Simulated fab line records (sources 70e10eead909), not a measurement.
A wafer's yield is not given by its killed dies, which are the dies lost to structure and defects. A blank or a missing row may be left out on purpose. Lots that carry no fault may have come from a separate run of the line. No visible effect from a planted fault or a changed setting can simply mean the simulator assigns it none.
fab line records    flow nand-harc    part 2 of 2: steps 5 to 6 of 6
record lots=21  wafers=63  last-day=34
route steps=1302 shown A_STAIRCASE@651
lots that met no fault: from a run of the same line without faults
start-h: hours from the record's first day to the start of the lot's first wafer shown    wait-h: time in hours since the lot's previous step    " unchanged from the row above    L1.1+2: one row covering several wafers at once    - no value, or no start given    * or withheld: withheld    < > ~ a bound
route shown NAME@n: names a module that has steps shown in the file, with the first one's number in the route    usual: mean/standard deviation of fault-free wafers    same: alike in all rows    chamber/n: place in a boat    sites: per-site readings    _std_site: the standard deviation of these    _edge_site: mean of outer sites minus mean of inner sites    radius-mm: how far each site lies from the wafer's centre    mask NAME#n: copy n    behind: the last tool/chamber to shape the wafer    hold: reason for holding the lot/hours on hold/outcome of the hold    device: which transistor (n, p or np) failed to switch    end of line: tests run on the same wafers once the route is complete    a step given without rows: its recipe and nothing more    killed: not the wafer's yield, but the dies lost to structure and defects at the first sort    map: shows each die of a wafer: x if killed, . if not, _ if none is there
set.NAME: the setting as run; set.NAME@STEP: as run at that earlier step    model.NAME: the simulator's own value behind a step, which no gauge read
one table for each step of the route and one row for each wafer, over a sample of lots
services: the hour from which a tool's chamber was out of use, counted from the record's first day as start-h (under 0 if before that day), plus the number of hours and why
## steps
# step NHARC_A_STAIRCASE_TRIM_222
# recipe time-s=211.2  o2-flow-sccm=500  ar-flow-sccm=0  bias-w=0  chemistry=O2
# usual drypump-motor-current-A=5.8/0.38  oes-product-au=0.998/0.012  rf-vpp-V=57.6/0.91  showerhead-plenum-p-Torr=3.47/0.11  throttle-valve-pct=17.037/0.0095
lot.wafer  tool         chamber  start-h  wait-h  drypump-motor-current-A  oes-product-au  rf-hours-counter-h  rf-vpp-V  showerhead-plenum-p-Torr  throttle-valve-pct
L074.3     rie-diel-12  2        -        -       5.9                      0.990           22                  59.0      3.62                      17.047
L074.5     "            3        "        "       6.1                      1.003           -                   58.4      3.63                      17.031
L074.6     "            0        "        "       5.8                      0.996           -                   57.6      3.46                      17.040
L076.3     rie-diel-07  2        -        -       5.9                      1.014           29                  58.1      3.51                      17.030
L076.1     "            3        "        "       4.9                      1.001           28                  58.4      3.37                      17.033
L076.4     "            3        "        "       4.9                      1.005           -                   57.7      3.37                      17.043
L075.4     rie-diel-12  3        -        -       6.0                      1.002           32                  57.1      3.62                      17.053
L075.2     "            0        "        "       5.8                      0.992           24                  57.1      3.46                      17.050
L075.5     "            2        "        "       5.8                      1.007           -                   56.3      3.62                      17.044
L078.4     rie-diel-12  1        -        -       5.6                      0.982           45                  57.3      3.41                      17.025
L078.3     "            3        "        "       6.1                      0.995           45                  58.7      3.61                      17.034
L078.2     "            0        "        "       5.8                      0.989           38                  57.7      3.45                      17.037
L079.4     rie-diel-12  2        -        -       5.8                      0.989           40                  59.0      3.61                      17.043
L079.3     "            3        "        "       6.1                      0.999           45                  58.3      3.61                      17.036
L079.1     "            0        "        "       5.8                      0.985           38                  57.6      3.45                      17.040
L080.4     rie-diel-07  0        -        -       5.8                      0.975           28                  57.6      3.49                      17.042
L080.3     "            1        "        "       6.3                      0.996           39                  58.3      3.39                      17.022
L080.2     "            2        "        "       5.9                      1.024           42                  58.9      3.50                      17.038
L081.3     rie-diel-12  2        -        -       5.8                      0.989           47                  57.9      3.61                      17.040
L081.6     "            1        "        "       5.6                      0.998           -                   56.7      3.41                      17.035
L081.5     "            2        "        "       5.9                      0.996           -                   56.8      3.61                      17.042
L082.4     rie-diel-08  3        -        -       6.3                      1.003           19                  56.5      3.66                      17.042
L082.1     "            2        "        "       5.9                      1.003           18                  57.7      3.62                      17.034
L082.6     "            0        "        "       5.8                      0.999           -                   56.6      3.28                      17.034
L083.4     rie-diel-12  0        -        -       5.8                      1.011           2                   58.4      3.44                      17.030
L083.3     "            1        "        "       5.6                      0.980           2                   56.7      3.40                      17.034
L083.6     "            0        "        "       5.8                      0.998           -                   57.7      3.44                      17.023
L084.2     rie-diel-12  2        -        -       5.9                      0.998           3                   59.0      3.60                      17.045
L084.1     "            3        "        "       6.1                      0.998           5                   57.8      3.61                      17.047
L084.6     "            2        "        "       5.9                      1.002           -                   57.5      3.60                      17.038
L085.1     rie-diel-12  2        471.58   -       5.9                      0.969           5                   59.1      3.60                      17.019
L085.4     "            0        "        "       5.8                      0.993           7                   57.0      3.44                      17.042
L085.5     "            2        "        "       5.9                      0.984           -                   59.1      3.60                      17.056
L087.1     rie-diel-07  2        -        -       5.9                      1.017           0                   58.5      3.50                      17.030
L087.5     "            1        "        "       6.3                      1.032           -                   58.2      3.38                      17.032
L087.6     "            2        "        "       5.9                      1.011           -                   58.9      3.50                      17.043
L086.1     rie-diel-08  0        -        -       5.8                      0.988           40                  57.7      3.28                      17.008
L086.4     "            1        "        "       5.5                      1.012           40                  57.7      3.40                      17.031
L086.3     "            2        "        "       5.9                      1.008           36                  57.8      3.61                      17.048
L088.1     rie-diel-07  0        -        -       5.8                      0.994           6                   56.5      3.47                      17.043
L088.5     "            0        "        "       5.8                      0.997           -                   57.4      3.47                      17.037
L088.6     "            1        "        "       6.3                      1.020           -                   57.9      3.38                      17.044
L089.1     rie-diel-07  3        -        -       4.9                      0.969           6                   57.1      3.35                      17.045
L089.3     "            1        "        "       6.3                      1.013           6                   57.0      3.38                      17.031
L089.6     "            0        "        "       5.9                      0.992           -                   57.1      3.47                      17.038
L090.2     rie-diel-07  2        -        -       6.0                      1.001           13                  55.9      3.49                      17.038
L090.5     "            2        "        "       5.9                      1.000           -                   57.5      3.49                      17.040
L090.6     "            3        "        "       4.9                      0.985           -                   57.7      3.35                      17.031
L091.3     rie-diel-07  2        -        -       5.9                      0.999           16                  56.5      3.49                      17.037
L091.2     "            1        "        "       6.2                      1.014           14                  57.9      3.37                      17.052
L091.5     "            2        "        "       5.9                      0.998           -                   56.7      3.49                      17.036
L093.4     rie-diel-12  0        -        -       5.8                      1.007           42                  55.7      3.42                      17.034
L093.2     "            1        "        "       5.6                      0.999           39                  57.6      3.38                      17.036
L093.5     "            0        "        "       5.8                      0.990           -                   57.5      3.42                      17.028
L094.2     rie-diel-07  2        -        -       6.0                      1.002           26                  56.5      3.48                      17.053
L094.3     "            0        "        "       5.8                      1.002           27                  57.5      3.46                      17.026
L094.5     "            2        "        "       6.0                      1.004           -                   57.2      3.48                      17.028
L095.4     rie-diel-12  3        -        -       6.1                      0.993           45                  59.6      3.58                      17.037
L095.3     "            0        "        "       5.8                      1.003           50                  56.5      3.42                      17.025
L095.6     "            2        "        "       5.9                      1.002           -                   58.3      3.58                      17.029
L097.1     rie-diel-07  1        -        -       6.3                      1.005           39                  56.8      3.36                      17.031
L097.4     "            2        "        "       5.9                      1.007           40                  55.5      3.48                      17.056
L097.5     "            3        "        "       4.9                      0.993           -                   58.8      3.33                      17.032
# step NHARC_A_STAIRCASE_TRIM_226
# recipe time-s=211.2  o2-flow-sccm=500  ar-flow-sccm=0  bias-w=0  chemistry=O2
# usual drypump-motor-current-A=5.8/0.38  oes-product-au=0.999/0.012  rf-vpp-V=57.5/0.79  showerhead-plenum-p-Torr=3.47/0.11  throttle-valve-pct=17.037/0.0084
lot.wafer  tool         chamber  start-h  wait-h  drypump-motor-current-A  oes-product-au  rf-hours-counter-h  rf-vpp-V  showerhead-plenum-p-Torr  throttle-valve-pct
L074.3     rie-diel-12  3        -        -       6.0                      1.016           26                  59.1      3.63                      17.035
L074.6     "            3        "        "       6.1                      1.014           -                   58.0      3.63                      17.055
L074.5     "            0        "        "       5.8                      0.991           -                   55.8      3.46                      17.030
L076.3     rie-diel-07  1        -        -       6.3                      1.000           26                  57.0      3.40                      17.030
L076.4     "            2        "        "       6.0                      1.017           29                  57.4      3.51                      17.048
L076.1     "            3        "        "       4.9                      1.003           29                  57.8      3.37                      17.044
L075.4     rie-diel-12  1        -        -       5.6                      0.993           33                  57.5      3.42                      17.042
L075.2     "            2        "        "       5.8                      0.995           29                  58.3      3.62                      17.044
L075.5     "            1        "        "       5.6                      0.992           -                   56.8      3.42                      17.042
L078.4     rie-diel-12  2        -        -       5.9                      0.969           40                  57.4      3.61                      17.044
L078.3     "            3        "        "       6.1                      0.986           45                  56.1      3.61                      17.040
L078.2     "            0        "        "       5.8                      0.975           38                  57.3      3.45                      17.031
L079.1     rie-diel-12  2        -        -       5.9                      0.994           41                  58.2      3.61                      17.056
L079.3     "            0        "        "       5.8                      0.986           38                  56.3      3.45                      17.039
L079.4     "            1        "        "       5.6                      0.992           45                  57.5      3.41                      17.039
L080.4     rie-diel-07  2        -        -       5.9                      1.026           42                  56.8      3.50                      17.035
L080.3     "            3        "        "       4.9                      0.985           41                  57.9      3.37                      17.035
L080.2     "            1        "        "       6.3                      1.005           39                  57.5      3.39                      17.046
L081.3     rie-diel-12  0        -        -       5.8                      0.994           47                  55.8      3.45                      17.022
L081.5     "            2        "        "       5.8                      0.992           -                   57.6      3.61                      17.036
L081.6     "            3        "        "       6.1                      0.991           -                   57.8      3.61                      17.041
L082.1     rie-diel-08  2        -        -       5.9                      1.007           18                  58.8      3.62                      17.032
L082.4     "            3        "        "       6.4                      1.002           19                  58.0      3.66                      17.038
L082.6     "            0        "        "       5.8                      0.994           -                   57.6      3.28                      17.025
L083.3     rie-diel-12  2        -        -       5.8                      0.996           1                   58.5      3.61                      17.035
L083.4     "            1        "        "       5.6                      0.983           2                   57.6      3.40                      17.032
L083.6     "            3        "        "       6.0                      0.993           -                   57.9      3.61                      17.032
L084.2     rie-diel-12  0        -        -       5.8                      1.001           5                   58.3      3.44                      17.025
L084.1     "            2        "        "       5.9                      0.983           4                   56.5      3.60                      17.021
L084.6     "            0        "        "       5.8                      1.002           -                   56.5      3.44                      17.031
L085.1     rie-diel-08  0        -        -       5.8                      0.981           33                  57.6      3.28                      17.033
L085.4     "            1        "        "       5.5                      1.013           36                  56.6      3.40                      17.044
L085.5     "            0        "        "       5.8                      0.989           -                   56.8      3.28                      17.027
L087.1     rie-diel-07  3        -        -       4.9                      0.979           0                   57.4      3.36                      17.049
L087.5     "            0        "        "       5.8                      1.006           -                   57.1      3.47                      17.027
L087.6     "            1        "        "       6.3                      1.016           -                   58.0      3.38                      17.054
L086.3     rie-diel-08  1        -        -       5.5                      1.009           40                  58.7      3.39                      17.016
L086.1     "            2        "        "       5.9                      1.010           36                  56.9      3.61                      17.036
L086.4     "            3        "        "       6.4                      1.003           -                   57.5      3.65                      17.020
L088.1     rie-diel-07  1        -        -       6.3                      1.022           6                   56.7      3.38                      17.047
L088.5     "            1        "        "       6.3                      1.024           -                   57.3      3.38                      17.049
L088.6     "            2        "        "       6.0                      1.005           -                   58.9      3.50                      17.030
L089.3     rie-diel-07  2        -        -       6.0                      1.005           6                   57.6      3.50                      17.040
L089.1     "            3        "        "       4.9                      0.983           6                   58.0      3.35                      17.042
L089.6     "            1        "        "       6.3                      1.021           -                   58.7      3.38                      17.032
L090.2     rie-diel-07  2        -        -       5.9                      1.004           13                  57.2      3.49                      17.027
L090.6     "            1        "        "       6.3                      1.006           -                   56.8      3.38                      17.037
L090.5     "            2        "        "       5.9                      1.004           -                   58.3      3.49                      17.029
L091.2     rie-diel-07  3        -        -       4.9                      0.972           17                  57.0      3.35                      17.033
L091.3     "            0        "        "       5.9                      0.983           14                  56.9      3.47                      17.031
L091.5     "            3        "        "       4.9                      0.970           -                   57.1      3.35                      17.038
L093.4     rie-diel-12  1        -        -       5.6                      1.004           39                  56.4      3.39                      17.043
L093.2     "            3        "        "       6.0                      0.987           37                  58.1      3.59                      17.052
L093.5     "            1        "        "       5.6                      1.000           -                   56.1      3.38                      17.033
L094.2     rie-diel-07  3        -        -       4.9                      0.986           30                  57.4      3.34                      17.048
L094.3     "            0        "        "       5.8                      1.006           28                  58.8      3.46                      17.038
L094.5     "            1        "        "       6.3                      1.013           -                   56.1      3.37                      17.047
L095.4     rie-diel-12  1        -        -       5.6                      0.989           45                  57.9      3.38                      17.047
L095.3     "            2        "        "       5.9                      1.001           43                  57.6      3.58                      17.029
L095.6     "            2        "        "       5.9                      1.009           -                   57.5      3.58                      17.055
L097.1     rie-diel-07  3        -        -       4.9                      1.000           44                  58.1      3.33                      17.033
L097.4     "            0        "        "       5.9                      1.012           43                  58.8      3.45                      17.027
L097.5     "            0        "        "       5.9                      1.015           -                   58.0      3.45                      17.043
## services
tool         chamber  start-h  hours  kind
rie-diel-12  0        327.73   -      clean
rie-diel-12  1        327.73   -      clean
rie-diel-12  2        327.73   -      clean
rie-diel-12  3        327.73   -      clean
rie-diel-08  2        342.26   1.4    repair
rie-diel-07  3        347.17   4.9    repair
rie-diel-12  0        352.23   -      clean
rie-diel-12  1        352.23   -      clean
rie-diel-12  2        352.23   -      clean
rie-diel-12  3        352.23   -      clean
rie-diel-08  -        367.88   9.0    pm
rie-diel-12  0        376.79   -      clean
rie-diel-12  1        376.79   -      clean
rie-diel-12  2        376.79   -      clean
rie-diel-12  3        376.79   -      clean
rie-diel-07  0        385.23   18.2   repair
rie-diel-08  0        431.78   2.8    repair
rie-diel-12  -        447.46   9.0    pm
rie-diel-08  0        481.63   3.7    repair
rie-diel-08  -        488.25   0.8    repair
rie-diel-12  1        544.04   2.3    repair
rie-diel-08  -        544.88   9.0    pm
rie-diel-12  2        582.04   17.2   repair
rie-diel-08  3        590.36   5.6    repair
